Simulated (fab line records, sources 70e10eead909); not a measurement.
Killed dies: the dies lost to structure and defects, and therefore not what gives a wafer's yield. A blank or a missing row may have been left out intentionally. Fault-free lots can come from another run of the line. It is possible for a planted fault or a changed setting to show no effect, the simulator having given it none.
A struck lot beside a sound one -- flow nand harc -- 21 out of 1302 route steps
Sound: wafers L736.1, L736.4, L736.5. The struck wafers were L735.2, L735.5, L735.6. At the end, the cause is stated.
Per side, at each step with rows, come the tool, then ch with its chambers, and then its first start. Under that, the readings that differ: sound wafers -- struck wafers -- difference of the means -- sigmas: that difference in standard deviations of wafers without a fault.
alike: words and numbers the same on both sides, and readings whose means are apart by under 2 such deviations; not compared: readings that were withheld, readings missing a value for some wafer, numbers with overlapping values and no deviation given by the record, and bounds like >300 which may hide the same value.
Wherever a step has rows on one side only, a row that says differs or no value, or a row with sigmas, the two part there. Numbers that don't overlap but have no deviation are shown without sigmas and don't part them. A reading that every wafer of one side lacks parts them only if that side has two wafers or more.

first, 5 steps without rows for these wafers: NHARC_P_GATE_STRIP_15 (strips in SPM, time 780 s); NHARC_P_GATE_PRECLEAN_71 (cleans in SC1); NHARC_P_GATE_SRD_72; NHARC_P_GATE_OXIDE_16 (material SiO2, target thk 3 nm, ox time 392 s); NHARC_P_GATE_CVD_17 (deposits poly-Si, target thk 150 nm, time 900 s).
NHARC_P_GATE_HM_DEP_102: deposits aC, target thk 120 nm.
  sound on acl dep-01 ch 0, day 11 16:39; struck on acl dep-01 ch 0, day 11 02:05
  alike: throttle valve pct
NHARC_P_GATE_DEP_103: deposits SiON, target thk 30 nm.
  sound on pecvd-04 ch 0,1,2, day 11 17:21; struck on pecvd-02 ch 1,2, day 11 02:41
  alike: heater power w
then, 5 steps without rows for these wafers: NHARC_P_GATE_DEHYDRATE_18 (time 120 s); NHARC_P_GATE_HMDS_19 (time 30 s); NHARC_P_GATE_COAT_20 (resist thk 90 nm); NHARC_P_GATE_SOFTBAKE_21 (time 55 s); NHARC_P_GATE_EBR_22.
NHARC_P_GATE_EXPOSE_23: exposes mask P GATE, target cd 120 nm.
  sound on arfi scanner-01 ch 0, day 11 17:52; struck on arfi scanner-02 ch 0, day 11 03:04
reading,sound,struck,difference,sigmas
exposure dose mJ cm2,93.84 93.72 93.82,92.07 91.85 91.94,-1.84,-20
  alike: mask
then, 2 steps without rows for these wafers: NHARC_P_GATE_PEB_24 (peb time 65 s); NHARC_P_GATE_DEVELOP_25 (develop time 35 s).
NHARC_P_GATE_CD_MEAS_26: target cd 120 nm.
  sound on cd sem-03 ch 0, day 11 18:00; struck on cd sem-01 ch 0, day 11 03:12
  alike: cd nm
NHARC_P_GATE_OVL_MEAS_27:
  sound on overlay-02 at day 11 18:05; struck on overlay-02 at day 11 03:17
reading,sound,struck,difference,sigmas
overlay y nm (nm),0.5 1.0 0.6,-1.5 -1.2 -1.2,-2.0,-2
  alike: overlay x nm
NHARC_P_GATE_INSPECT_28:
  sound on defect inspect-02 at day 11 18:08; struck on defect inspect-01 at day 11 03:20
  alike: raw defect count
NHARC_P_GATE_DESCUM_31: chemistry O2, time 3 s.
  sound on rie diel-02 ch 0,1,2, day 11 18:11; struck on rie diel-12 ch 1,3, day 11 03:24
  alike: drypump motor current A, o2 flow sccm, oes product au, rf vpp V, showerhead plenum p Torr, throttle valve pct
  not compared: rf hours counter h, model.P_GATE.cd nm
NHARC_P_GATE_ETCH_104: etches the open film in CF4/CHF3, target depth 60 nm.
  sound on rie diel-02 ch 0,2, day 11 18:16; struck on rie diel-12 ch 1,3, day 11 03:29
  alike: bias w, drypump motor current A, oes product au, rf vpp V, showerhead plenum p Torr, throttle valve pct
  not compared: model.P_GATE.cd nm
NHARC_P_GATE_HM_OPEN_105: chemistry O2/COS, target depth 360 nm.
  sound: rie diel-02 ch 0,3; struck: rie diel-12 ch 2,3
  alike: bias w, drypump motor current A, o2 flow sccm, oes product au, rf vpp V, showerhead plenum p Torr, throttle valve pct
  not compared: rf hours counter h

WHERE THEY PART
Last at NHARC_P_GATE_OVL_MEAS_27 as far as this record goes, first at NHARC_P_GATE_EXPOSE_23. Later steps at which nothing parts them and some readings are alike: NHARC_P_GATE_INSPECT_28, NHARC_P_GATE_DESCUM_31, NHARC_P_GATE_ETCH_104, NHARC_P_GATE_HM_OPEN_105.

WHY: what had been put in by the simulator
Process parameter drift: arfi scanner-02, from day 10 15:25 on, at NHARC_P_GATE_EXPOSE_23. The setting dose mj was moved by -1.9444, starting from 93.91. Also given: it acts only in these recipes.
